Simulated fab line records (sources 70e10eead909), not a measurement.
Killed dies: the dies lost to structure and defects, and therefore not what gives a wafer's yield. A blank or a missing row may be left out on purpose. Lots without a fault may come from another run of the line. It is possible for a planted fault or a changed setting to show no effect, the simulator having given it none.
fab line records + flow nand_harc
record:
- lots: 12
- wafers: 36
- last_day: 33
route steps=1302 shown P_ZERO_WELL@56 P_STI@87 P_GATE@132 END@1302
lots that met no fault: taken from a fault-free run of the same line
start_h: hours from the record's first day to the start of the lot's first wafer shown + wait_h: hours since the lot's step before + " identical to the entry in the row above + L1.1+2: several wafers, shown together as one row + - no value present, or no start provided + * or withheld: withheld + < > ~ a bound
route shown NAME@n: a module of which the file shows steps, and the number in the route of the first + usual: mean and standard deviation over wafers with no fault + same: alike in all rows + chamber/n: place in a boat + sites: per-site readings + _std_site: how widely they spread, as a standard deviation + _edge_site: inner sites' mean taken away from outer sites' mean + radius_mm: for every site, how far away it sits from the centre of the wafer + mask NAME#n: copy n + behind: the last tool/chamber to shape the wafer + hold: the reason the lot was held/the length of the hold in hours/how it ended + device: whichever transistor did not switch (one of n, p or np) + end of line: at the end of the route, the tests of the same wafers + a step given without rows: its recipe and nothing more + killed: dies lost to structure and defects at the first sort, not the wafer's yield + map: a wafer's dies, x killed, . not, _ none there
set.NAME: setting as actually run; set.NAME@STEP: the setting as run at that earlier step + model.NAME: the simulator's own value behind a step, which no gauge read
steps of the route over a sample of lots; a table a step, a row a wafer
services: when a tool's chamber went out of use (start_h, in hours from the record's first day, below 0 if earlier), for how many hours, and the reason
== steps ==
step: NHARC_P_ZERO_WELL_EXPOSE_49
recipe:
- na: 0.6
- target_cd_nm: 2000
- dose_mj: 22.64
- mask_id: P_HVPW
| lot.wafer  | tool           | chamber | start_h | wait_h | mask      |
|------------|----------------|---------|---------|--------|-----------|
| L130.1+2+3 | krf_scanner-03 | 0       | 25.49   | -      | P_HVPW#0  |
| L131.1+3+5 | krf_scanner-02 | 0       | 35.70   | -      | P_HVPW#0  |
| L132.1+4+5 | krf_scanner-03 | 0       | 47.72   | -      | P_HVPW#0  |
| L133.2+4+6 | krf_scanner-02 | 0       | 55.51   | -      | P_HVPW#0  |
| L135.1+2+3 | krf_scanner-02 | 0       | 75.33   | -      | P_HVPW#0  |
| L137.1+3+5 | krf_scanner-03 | 0       | 95.85   | -      | P_HVPW#0  |
| L138.1+2+3 | krf_scanner-04 | 0       | 105.36  | -      | P_HVPW#0  |
| L140.2+3+6 | krf_scanner-03 | 0       | 125.44  | -      | P_NWELL#0 |
| L142.1+2+5 | krf_scanner-02 | 0       | 145.59  | -      | P_HVPW#0  |
| L145.1+2+6 | krf_scanner-03 | 0       | 175.86  | -      | P_HVPW#0  |
| L152.1+2+5 | krf_scanner-03 | 0       | 245.67  | -      | P_HVPW#0  |
| L153.2+3+4 | krf_scanner-02 | 0       | 255.62  | -      | P_HVPW#0  |
step: NHARC_P_ZERO_WELL_CD_MEAS_52
recipe:
- target_cd_nm: 2000
- landing_energy_ev: 500
usual:
- cd_nm: 1999.4/1.3
| lot.wafer | tool      | chamber | start_h | wait_h | cd_nm  |
|-----------|-----------|---------|---------|--------|--------|
| L130.1    | cd_sem-02 | 0       | 25.64   | -      | 1998.8 |
| L130.2    | "         | 0       | "       | "      | 2000.1 |
| L130.3    | "         | 0       | "       | "      | 2000.0 |
| L131.1    | cd_sem-02 | 0       | 35.86   | -      | 1998.8 |
| L131.3    | "         | 0       | "       | "      | 1999.5 |
| L131.5    | "         | 0       | "       | "      | 2000.2 |
| L132.1    | cd_sem-01 | 0       | 47.87   | -      | 1998.7 |
| L132.4    | "         | 0       | "       | "      | 2000.0 |
| L132.5    | "         | 0       | "       | "      | 2000.0 |
| L133.2    | cd_sem-01 | 0       | 55.67   | -      | 1999.8 |
| L133.4    | "         | 0       | "       | "      | 1998.6 |
| L133.6    | "         | 0       | "       | "      | 1998.7 |
| L135.1    | cd_sem-02 | 0       | 75.49   | -      | 1998.2 |
| L135.2    | "         | 0       | "       | "      | 1997.0 |
| L135.3    | "         | 0       | "       | "      | 1998.6 |
| L137.1    | cd_sem-02 | 0       | 96.01   | -      | 1997.1 |
| L137.3    | "         | 0       | "       | "      | 1996.7 |
| L137.5    | "         | 0       | "       | "      | 1999.1 |
| L138.1    | cd_sem-02 | 0       | 105.51  | -      | 2000.2 |
| L138.2    | "         | 0       | "       | "      | 1999.4 |
| L138.3    | "         | 0       | "       | "      | 1998.9 |
| L140.2    | cd_sem-02 | 0       | 125.59  | -      | -      |
| L140.3    | "         | 0       | "       | "      | -      |
| L140.6    | "         | 0       | "       | "      | -      |
| L142.1    | cd_sem-02 | 0       | 145.75  | -      | 1999.6 |
| L142.2    | "         | 0       | "       | "      | 1999.4 |
| L142.5    | "         | 0       | "       | "      | 1999.8 |
| L145.1    | cd_sem-03 | 0       | 176.02  | -      | 1997.4 |
| L145.2    | "         | 0       | "       | "      | 1997.9 |
| L145.6    | "         | 0       | "       | "      | 1997.4 |
| L152.1    | cd_sem-03 | 0       | 245.83  | -      | 2001.8 |
| L152.2    | "         | 0       | "       | "      | 2000.7 |
| L152.5    | "         | 0       | "       | "      | 2001.4 |
| L153.2    | cd_sem-02 | 0       | 255.77  | -      | 1998.1 |
| L153.3    | "         | 0       | "       | "      | 1999.1 |
| L153.4    | "         | 0       | "       | "      | 2001.0 |
step: NHARC_P_STI_DESCUM_14
recipe:
- time_s: 3
- o2_flow_sccm: 200
- ar_flow_sccm: 0
- bias_power_w: 0
- chemistry: O2
usual:
- drypump_motor_current_A: 6.0/0.53
- o2_flow_sccm: 199.9/0.61
- oes_product_au: 0.999/0.0063
- rf_vpp_V: 57.8/0.94
- showerhead_plenum_p_Torr: 1.90/0.069
- throttle_valve_pct: 11.311/0.0091
| lot.wafer | tool        | chamber | start_h | wait_h | drypump_motor_current_A | o2_flow_sccm | oes_product_au | rf_hours_counter_h | rf_vpp_V | showerhead_plenum_p_Torr | throttle_valve_pct |
|-----------|-------------|---------|---------|--------|-------------------------|--------------|----------------|--------------------|----------|--------------------------|--------------------|
| L130.1    | rie_diel-10 | 2       | 49.21   | -      | 6.0                     | 199.4        | 1.000          | 6                  | 59.6     | 1.98                     | 11.306             |
| L130.2    | "           | 3       | "       | "      | 6.6                     | 200.1        | 1.002          | 7                  | 58.0     | 1.95                     | 11.306             |
| L130.3    | "           | 0       | "       | "      | 6.4                     | 199.5        | 1.012          | 8                  | 57.0     | 1.93                     | 11.308             |
| L131.3    | rie_diel-10 | 1       | 58.02   | -      | 6.5                     | 199.6        | 1.003          | 8                  | 57.2     | 1.82                     | 11.326             |
| L131.1    | "           | 2       | "       | "      | 6.0                     | 199.5        | 0.995          | 7                  | 58.9     | 1.98                     | 11.305             |
| L131.5    | "           | 2       | "       | "      | 6.0                     | 200.3        | 0.989          | -                  | 57.6     | 1.98                     | 11.319             |
| L132.1    | rie_diel-03 | 3       | 67.34   | -      | 4.8                     | 199.2        | 1.001          | 10                 | 56.9     | 1.84                     | 11.331             |
| L132.5    | "           | 2       | "       | "      | 5.9                     | 200.2        | 1.011          | -                  | 58.1     | 1.96                     | 11.287             |
| L132.4    | "           | 3       | "       | "      | 4.9                     | 200.0        | 0.996          | -                  | 56.7     | 1.84                     | 11.305             |
| L133.4    | rie_diel-13 | 3       | 74.08   | -      | 5.6                     | 198.9        | 0.996          | 5                  | 58.9     | 1.81                     | 11.320             |
| L133.2    | "           | 2       | "       | "      | 5.4                     | 200.4        | 1.002          | 5                  | 59.3     | 1.95                     | 11.310             |
| L133.6    | "           | 0       | "       | "      | 6.4                     | 199.3        | 0.993          | -                  | 56.3     | 1.85                     | 11.300             |
| L135.3    | rie_diel-10 | 1       | 94.59   | -      | 6.5                     | 200.3        | 0.989          | 1                  | 58.8     | 1.82                     | 11.315             |
| L135.2    | "           | 2       | "       | "      | 6.0                     | 199.7        | 1.004          | 1                  | 59.3     | 1.98                     | 11.323             |
| L135.1    | "           | 3       | "       | "      | 6.6                     | 199.8        | 0.998          | 2                  | 58.3     | 1.95                     | 11.303             |
| L137.3    | rie_diel-13 | 1       | 112.64  | -      | 5.0                     | 199.7        | 1.007          | 4                  | 57.6     | 1.82                     | 11.309             |
| L137.1    | "           | 3       | "       | "      | 5.6                     | 200.0        | 1.003          | 6                  | 57.6     | 1.81                     | 11.304             |
| L137.5    | "           | 2       | "       | "      | 5.4                     | 199.0        | 1.000          | -                  | 57.4     | 1.95                     | 11.304             |
| L138.3    | rie_diel-13 | 3       | 123.07  | -      | 5.6                     | 200.6        | 0.995          | 7                  | 56.7     | 1.81                     | 11.316             |
| L138.2    | "           | 1       | "       | "      | 5.0                     | 200.0        | 0.989          | 4                  | 57.2     | 1.82                     | 11.321             |
| L138.1    | "           | 2       | "       | "      | 5.4                     | 200.4        | 1.003          | 6                  | 57.6     | 1.95                     | 11.307             |
| L142.2    | rie_diel-10 | 3       | 162.96  | -      | 6.5                     | 200.6        | 1.003          | 5                  | 57.3     | 1.95                     | 11.323             |
| L142.1    | "           | 1       | "       | "      | 6.5                     | 200.7        | 1.003          | 4                  | 56.5     | 1.82                     | 11.290             |
| L142.5    | "           | 0       | "       | "      | 6.4                     | 200.0        | 1.001          | -                  | 57.6     | 1.93                     | 11.309             |
| L145.1    | rie_diel-13 | 1       | 193.81  | -      | 5.0                     | 200.2        | 0.995          | 1                  | 57.9     | 1.82                     | 11.313             |
| L145.2    | "           | 2       | "       | "      | 5.4                     | 198.5        | 1.004          | 1                  | 58.4     | 1.94                     | 11.318             |
| L145.6    | "           | 2       | "       | "      | 5.4                     | 199.7        | 0.997          | -                  | 56.5     | 1.94                     | 11.323             |
| L152.1    | rie_diel-13 | 1       | 262.92  | -      | 4.9                     | 200.0        | 1.007          | 5                  | 58.5     | 1.82                     | 11.312             |
| L152.2    | "           | 3       | "       | "      | 5.6                     | 199.8        | 0.996          | 5                  | 57.6     | 1.81                     | 11.319             |
| L152.5    | "           | 1       | "       | "      | 5.0                     | 199.5        | 1.007          | -                  | 57.0     | 1.82                     | 11.318             |
| L153.2    | rie_diel-10 | 2       | 272.86  | -      | 6.0                     | 200.4        | 1.005          | 1                  | 57.8     | 1.97                     | 11.316             |
| L153.3    | "           | 3       | "       | "      | 6.6                     | 200.3        | 1.005          | 2                  | 57.7     | 1.94                     | 11.310             |
| L153.4    | "           | 0       | "       | "      | 6.3                     | 200.4        | 1.006          | 1                  | 59.6     | 1.93                     | 11.304             |
step: NHARC_P_GATE_DEP_103
recipe:
- target_thk_a: 300
- target_thk_nm: 30
- temp_c: 400
- flow_sccm: 200
- rf_w: 350
- material: SiON
usual:
- heater_power_w: 743/76
| lot.wafer | tool     | chamber | start_h | wait_h | heater_power_w | since_wet_clean_h |
|-----------|----------|---------|---------|--------|----------------|-------------------|
| L130.3    | pecvd-04 | 1       | 105.08  | 0.3    | 773            | 4                 |
| L130.2    | "        | 2       | "       | "      | 738            | 4                 |
| L130.1    | "        | 0       | "       | "      | 789            | 4                 |
| L131.1    | pecvd-01 | 1       | 105.78  | 0.6    | 722            | 144               |
| L131.3    | "        | 2       | "       | "      | 630            | 144               |
| L131.5    | "        | 0       | "       | "      | 805            | -                 |
| L132.1    | pecvd-04 | 1       | 119.94  | 0.6    | 821            | 19                |
| L132.5    | "        | 0       | "       | "      | 750            | -                 |
| L132.4    | "        | 2       | "       | "      | 693            | -                 |
| L133.2    | pecvd-01 | 1       | 124.31  | 0.5    | 747            | 162               |
| L133.4    | "        | 0       | "       | "      | 838            | -                 |
| L133.6    | "        | 1       | "       | "      | 747            | -                 |
| L135.1    | pecvd-01 | 1       | 146.85  | 0.5    | 780            | 4                 |
| L135.2    | "        | 2       | "       | "      | 643            | 4                 |
| L135.3    | "        | 0       | "       | "      | 714            | 4                 |
| L137.1    | pecvd-01 | 1       | 167.27  | 0.6    | 696            | 24                |
| L137.3    | "        | 2       | "       | "      | 589            | 24                |
| L137.5    | "        | 2       | "       | "      | 582            | -                 |
| L138.2    | pecvd-01 | 1       | 184.26  | 0.5    | 657            | 41                |
| L138.3    | "        | 2       | "       | "      | 634            | 41                |
| L138.1    | "        | 0       | "       | "      | 862            | 41                |
| L142.2    | pecvd-03 | 2       | 211.95  | 0.4    | 673            | 14                |
| L142.1    | "        | 1       | "       | "      | 798            | 14                |
| L142.5    | "        | 2       | "       | "      | 675            | -                 |
| L145.2    | pecvd-03 | 0       | 245.99  | 0.5    | 680            | 48                |
| L145.1    | "        | 1       | "       | "      | 754            | 48                |
| L145.6    | "        | 2       | "       | "      | 721            | -                 |
| L152.2    | pecvd-04 | 1       | 314.57  | 0.5    | 826            | 32                |
| L152.1    | "        | 0       | "       | "      | 842            | 32                |
| L152.5    | "        | 2       | "       | "      | 731            | -                 |
| L153.2    | pecvd-01 | 0       | 326.18  | 0.5    | 886            | 2                 |
| L153.3    | "        | 1       | "       | "      | 753            | 2                 |
| L153.4    | "        | 2       | "       | "      | 644            | -                 |
step: NHARC_P_GATE_DESCUM_31
recipe:
- time_s: 3
- o2_flow_sccm: 200
- ar_flow_sccm: 0
- bias_power_w: 0
- chemistry: O2
usual:
- drypump_motor_current_A: 5.6/0.49
- o2_flow_sccm: 200.0/0.58
- oes_product_au: 0.997/0.0079
- rf_vpp_V: 57.8/0.94
- showerhead_plenum_p_Torr: 1.92/0.097
- throttle_valve_pct: 11.312/0.011
| lot.wafer | tool        | chamber | start_h | wait_h | drypump_motor_current_A | o2_flow_sccm | oes_product_au | rf_hours_counter_h | rf_vpp_V | showerhead_plenum_p_Torr | throttle_valve_pct |
|-----------|-------------|---------|---------|--------|-------------------------|--------------|----------------|--------------------|----------|--------------------------|--------------------|
| L130.1    | rie_diel-06 | 2       | 105.82  | 0.1    | 6.4                     | 200.9        | 1.001          | 9.8                | 57.9     | 1.79                     | 11.291             |
| L130.3    | "           | 3       | "       | "      | 4.9                     | 199.9        | 1.005          | 10.2               | 58.5     | 2.07                     | 11.317             |
| L130.2    | "           | 0       | "       | "      | 6.1                     | 200.2        | 0.994          | 8.4                | 59.0     | 1.93                     | 11.329             |
| L131.1    | rie_diel-05 | 2       | 106.62  | 0.1    | 5.1                     | 199.5        | 1.004          | 3.8                | 58.4     | 1.86                     | 11.300             |
| L131.3    | "           | 0       | "       | "      | 5.5                     | 200.4        | 1.010          | 3.4                | 57.7     | 2.04                     | 11.314             |
| L131.5    | "           | 1       | "       | "      | 5.1                     | 199.6        | 0.998          | -                  | 58.7     | 2.05                     | 11.312             |
| L132.1    | rie_diel-05 | 1       | 120.80  | 0.1    | 5.1                     | 200.2        | 0.992          | 3.8                | 59.3     | 2.05                     | 11.298             |
| L132.4    | "           | 2       | "       | "      | 5.1                     | 199.6        | 1.009          | 4.4                | 56.7     | 1.86                     | 11.311             |
| L132.5    | "           | 0       | "       | "      | 5.4                     | 199.4        | 1.010          | -                  | 58.8     | 2.04                     | 11.330             |
| L133.2    | rie_diel-12 | 0       | 125.12  | 0.1    | 6.0                     | 200.4        | 0.999          | 1.3                | 57.2     | 1.85                     | 11.308             |
| L133.4    | "           | 2       | "       | "      | 5.8                     | 199.6        | 1.001          | 2.2                | 59.1     | 1.80                     | 11.316             |
| L133.6    | "           | 0       | "       | "      | 6.0                     | 199.5        | 0.998          | -                  | 56.9     | 1.85                     | 11.299             |
| L135.3    | rie_diel-06 | 0       | 147.60  | 0.1    | 6.0                     | 200.3        | 0.991          | 0.3                | 57.9     | 1.93                     | 11.318             |
| L135.1    | "           | 1       | "       | "      | 5.8                     | 199.9        | 0.994          | 0.2                | 57.1     | 1.93                     | 11.317             |
| L135.2    | "           | 2       | "       | "      | 6.4                     | 200.3        | 0.984          | 0.2                | 56.5     | 1.79                     | 11.317             |
| L137.1    | rie_diel-12 | 2       | 168.02  | 0.1    | 5.8                     | 200.2        | 1.007          | 4.3                | 58.5     | 1.80                     | 11.299             |
| L137.3    | "           | 3       | "       | "      | 6.2                     | 200.0        | 1.005          | 3.0                | 56.1     | 1.88                     | 11.311             |
| L137.5    | "           | 1       | "       | "      | 5.3                     | 199.7        | 1.001          | -                  | 58.5     | 1.87                     | 11.327             |
| L138.3    | rie_diel-12 | 3       | 185.12  | 0.1    | 6.2                     | 199.6        | 1.001          | 4.0                | 56.6     | 1.88                     | 11.290             |
| L138.1    | "           | 1       | "       | "      | 5.3                     | 200.6        | 0.994          | 5.7                | 57.6     | 1.87                     | 11.304             |
| L138.2    | "           | 2       | "       | "      | 5.8                     | 200.6        | 0.997          | 5.3                | 57.0     | 1.80                     | 11.306             |
| L142.1    | rie_diel-06 | 3       | 212.82  | 0.1    | 4.9                     | 199.9        | 0.987          | 4.0                | 59.4     | 2.06                     | 11.320             |
| L142.2    | "           | 1       | "       | "      | 5.8                     | 199.6        | 0.990          | 3.1                | 58.2     | 1.93                     | 11.306             |
| L142.5    | "           | 0       | "       | "      | 6.1                     | 199.8        | 0.985          | -                  | 57.5     | 1.93                     | 11.331             |
| L145.2    | rie_diel-06 | 2       | 246.83  | 0.1    | 6.4                     | 199.3        | 0.994          | 4.9                | 58.0     | 1.79                     | 11.321             |
| L145.1    | "           | 0       | "       | "      | 6.1                     | 200.9        | 0.999          | 5.3                | 56.7     | 1.93                     | 11.308             |
| L145.6    | "           | 2       | "       | "      | 6.4                     | 199.3        | 0.999          | -                  | 57.9     | 1.79                     | 11.323             |
| L152.2    | rie_diel-05 | 0       | 315.44  | 0.1    | 5.5                     | 200.3        | 0.997          | 5.1                | 59.3     | 2.04                     | 11.312             |
| L152.1    | "           | 2       | "       | "      | 5.1                     | 199.1        | 0.997          | 5.6                | 58.2     | 1.86                     | 11.307             |
| L152.5    | "           | 1       | "       | "      | 5.1                     | 200.2        | 0.989          | -                  | 58.3     | 2.04                     | 11.290             |
| L153.2    | rie_diel-12 | 0       | 326.89  | 0.1    | 6.0                     | 199.8        | 0.994          | 1.9                | 58.3     | 1.85                     | 11.318             |
| L153.3    | "           | 1       | "       | "      | 5.3                     | 200.6        | 0.989          | 1.8                | 56.9     | 1.86                     | 11.326             |
| L153.4    | "           | 3       | "       | "      | 6.3                     | 200.1        | 0.990          | 1.7                | 59.0     | 1.88                     | 11.317             |
step: NHARC_END_SORT_01
recipe:
- temp_c: 25
usual:
- killed_at_array: 61/23
- killed_at_other: 1.3/1.4
- killed_at_periphery: 4.0/2.6
- killed_dies: 66/22
- killed_open: 3.4/1.8
- killed_short: 2.3/1.4
same:
- gross_dies: 677
| lot.wafer | tool      | chamber | start_h | wait_h | killed_at_array | killed_at_other | killed_at_periphery | killed_dies | killed_open | killed_short |
|-----------|-----------|---------|---------|--------|-----------------|-----------------|---------------------|-------------|-------------|--------------|
| L140.2    | prober-02 | 0       | 668.43  | 2.8    | 21              | 1               | 655                 | 677         | 0           | 0            |
| L140.3    | prober-02 | 0       | 669.24  | 3.1    | 24              | 4               | 649                 | 677         | 1           | 5            |
| L140.6    | prober-02 | 0       | 671.66  | 4.0    | 17              | 2               | 658                 | 677         | 2           | 2            |
killed by level:class
L140.2 P_ZERO_WELL:area_expose=653 A_CHANNEL_HOLE_D1:chamber_film_flake=9 A_CONTACT:chamber_film_flake=6 A_STAIRCASE:chamber_film_flake=4 P_ZERO_WELL:chamber_film_flake=2 A_CHANNEL_HOLE_D2:chamber_film_flake=1 A_BLC:chamber_film_flake=1 THIN_TSV:chamber_film_flake=1
L140.3 P_ZERO_WELL:area_expose=645 A_CHANNEL_HOLE_D1:chamber_film_flake=7 A_CONTACT:chamber_film_flake=6 THIN_TSV:chamber_film_flake=4 A_STAIRCASE:chamber_film_flake=3 P_ZERO_WELL:chamber_film_flake=2 A_SLIT:chamber_film_flake=2 P_STI:geometric_particle:short=1
L140.6 P_ZERO_WELL:area_expose=657 A_CHANNEL_HOLE_D1:chamber_film_flake=7 A_CONTACT:chamber_film_flake=3 A_STAIRCASE:chamber_film_flake=2 THIN_TSV:chamber_film_flake=2 P_GATE:geometric_particle:open=1 A_SOURCE_PLATE:geometric_particle:short=1 A_DECK1_JOINT:geometric_particle:open=1
== services ==
| tool           | chamber | start_h | hours | kind   |
|----------------|---------|---------|-------|--------|
| rie_diel-10    | 1       | 6.21    | 5.6   | repair |
| rie_diel-13    | 1       | 49.26   | 12.6  | repair |
| krf_scanner-03 | -       | 52.52   | 4.0   | pm     |
| rie_diel-10    | -       | 65.50   | 9.0   | pm     |
| krf_scanner-02 | -       | 69.79   | 1.1   | repair |
| pecvd-01       | -       | 77.38   | 0.5   | repair |
| rie_diel-13    | 2       | 78.22   | 3.1   | repair |
| pecvd-01       | 1       | 88.23   | 3.1   | repair |
| krf_scanner-02 | -       | 94.00   | 4.0   | pm     |
| rie_diel-13    | 2       | 129.00  | 4.2   | repair |
| pecvd-01       | -       | 130.00  | 13.0  | pm     |
| rie_diel-13    | 2       | 137.63  | 11.9  | repair |
| rie_diel-13    | -       | 165.02  | 9.0   | pm     |
| pecvd-01       | -       | 170.44  | 0.2   | repair |
| krf_scanner-02 | -       | 171.52  | 0.9   | repair |
| rie_diel-13    | 0       | 180.20  | 3.5   | repair |
| rie_diel-10    | 2       | 185.12  | 8.0   | repair |
| krf_scanner-02 | -       | 219.83  | 2.1   | repair |
| krf_scanner-03 | -       | 224.52  | 4.0   | pm     |
| pecvd-01       | 0       | 236.77  | 17.1  | repair |
| rie_diel-10    | -       | 242.50  | 9.0   | pm     |
| rie_diel-13    | 0       | 242.54  | 4.3   | repair |
| krf_scanner-02 | -       | 266.00  | 4.0   | pm     |
| pecvd-01       | -       | 311.00  | 13.0  | pm     |
== key ==
first_sign:
- step: NHARC_P_ZERO_WELL_EXPOSE_49
- reading: mask
- direction: changed
effect:
- step: NHARC_P_ZERO_WELL_CD_MEAS_52
- reading: cd_nm
- direction: missing
effect:
- step: NHARC_END_SORT_01
- reading: killed_at_periphery
- direction: up
- sigmas: 99+
- usual: 4.0
- struck: 654
more_kills_born_at:
- NHARC_P_ZERO_WELL_EXPOSE_49@krf_scanner-03: 1955
met_at NHARC_P_ZERO_WELL_EXPOSE_49
struck_lots L140
later_rows_left_out L140.2,L140.3,L140.6
tester_left_out L140
not_acting_at NHARC_P_STI_DESCUM_14,NHARC_P_GATE_DEP_103,NHARC_P_GATE_DESCUM_31
onset_between 95.85 125.44
fault:
- kind: wrong_mask
- tool: any
- chamber: -
- onset_h: 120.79
- steps: NHARC_P_ZERO_WELL_EXPOSE_49
- aux_copy: P_NWELL#0
- scope: struck_lots_only
tester_left_out: of these lots the tester's yield and bins aren't shown, on N5 and GAA mostly nor the transistor test; their killed dies are dies lost to structure and defects alone, not to doping, threshold or leakage, so they don't give the yield
later_rows_left_out: the simulator's readings of these wafers behind a module that went badly wrong aren't trusted and aren't shown, but for the sort
